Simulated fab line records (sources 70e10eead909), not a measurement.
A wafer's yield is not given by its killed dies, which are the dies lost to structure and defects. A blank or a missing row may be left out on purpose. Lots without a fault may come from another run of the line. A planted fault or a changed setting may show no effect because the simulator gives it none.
Which tool is to blame?	flow nandHarc	36 wafers from 12 lots sampled at 4 of the route's 1302 steps

WHAT EACH GAUGE READ, for each wafer
NHARC_A_BONDPAD_THK_MEAS_30: measures by ellipsometry.
lot	measured	on	thkNm (nm)
L074	day 23 16:10	filmMetro-01	199.6 198.5 201.5
L078	day 25 02:50	filmMetro-02	197.6 200.0 199.4
L079	day 25 16:41	filmMetro-01	200.1 199.2 200.0
L080	day 25 20:58	filmMetro-01	197.1 198.3 198.1
L083	day 26 18:12	filmMetro-01	200.4 200.6 199.5
L085	day 28 01:19	filmMetro-02	198.7 199.3 198.9
L088	day 29 00:52	filmMetro-01	199.9 200.1 202.6
L089	day 29 05:26	filmMetro-01	199.8 202.4 201.3
L090	day 29 11:24	filmMetro-01	201.6 201.4 200.2
L092	day 31 06:37	filmMetro-02	199.8 199.7 196.5
L096	day 32 00:12	filmMetro-02	199.4 199.4 202.7
L095	day 32 03:25	filmMetro-01	199.2 198.8 200.5

TOOL THAT RAN EACH LOT (tool first, then ch and the chambers of the sampled wafers, then the start)
lot	NHARC_A_M0_ANNEAL_30	NHARC_A_M1_PRE_CLEAN_30	NHARC_A_M1_DEP_33
L074	rtpAnneal-01 ch 0, day 23 09:52	pvdSputter-02, day 23 14:59 or earlier	pecvd-02 ch 0,2, day 23 14:59
L078	rtpAnneal-02 ch 0, day 24 20:34	pvdSputter-01, day 25 01:38 or earlier	pecvd-02 ch 0,1, day 25 01:38
L079	rtpAnneal-01 ch 0, day 25 09:14	pvdSputter-02, day 25 15:25 or earlier	pecvd-01 ch 1,2, day 25 15:25
L080	rtpAnneal-01 ch 0, day 25 14:32	pvdSputter-03, day 25 19:44 or earlier	pecvd-01 ch 1,2, day 25 19:44
L083	rtpAnneal-02 ch 0, day 26 11:41	pvdSputter-01, day 26 16:52 or earlier	pecvd-02 ch 0,2, day 26 16:52
L085	rtpAnneal-02 ch 0, day 27 19:10	pvdSputter-01, day 28 00:06 or earlier	pecvd-02 ch 0,1,2, day 28 00:06
L088	rtpAnneal-01 ch 0, day 28 14:38	pvdSputter-01, day 28 23:41 or earlier	pecvd-02 ch 0,1,2, day 28 23:41
L089	rtpAnneal-02 ch 0, day 28 21:49	pvdSputter-01, day 29 04:08 or earlier	pecvd-02 ch 0,1,2, day 29 04:08
L090	rtpAnneal-02 ch 0, day 29 05:04	pvdSputter-01, day 29 10:14 or earlier	pecvd-02 ch 1,2, day 29 10:14
L092	rtpAnneal-02 ch 0, day 31 00:14	pvdSputter-02, day 31 05:25 or earlier	pecvd-01 ch 0,1, day 31 05:25
L096	rtpAnneal-02 ch 0, day 31 17:52	pvdSputter-03, day 31 22:59 or earlier	pecvd-04 ch 0,1,2, day 31 22:59
L095	rtpAnneal-01 ch 0, day 31 20:56	pvdSputter-01, day 32 02:08 or earlier	pecvd-04 ch 0,1,2, day 32 02:08
- NHARC_A_M0_ANNEAL_30: time 90 s.
- NHARC_A_M1_PRE_CLEAN_30: time 30 s.
- NHARC_A_M1_DEP_33: deposits SiCN, target thk 30 nm.

THE ANSWER, worked out from the rows above alone
Rule: usual is defined by the lots themselves. Put in order of their means at a reading, lots are off if they are a third of the lots or fewer, leave a main group of 4 or more, and stand apart from it by a gap of 3 or more times the standard deviation of the main group's means; of several such gaps the widest counts. A main group whose means are all the same, to the digits that the tables above print for the reading, isn't used. Also off: a lot with no number at a reading for which 4 or more lots have one. The other lots that the step has rows for count as sound.
No lot is off on any of the readings shown, so nothing can be concluded from this.

WHAT WAS PUT IN BY THE SIMULATOR
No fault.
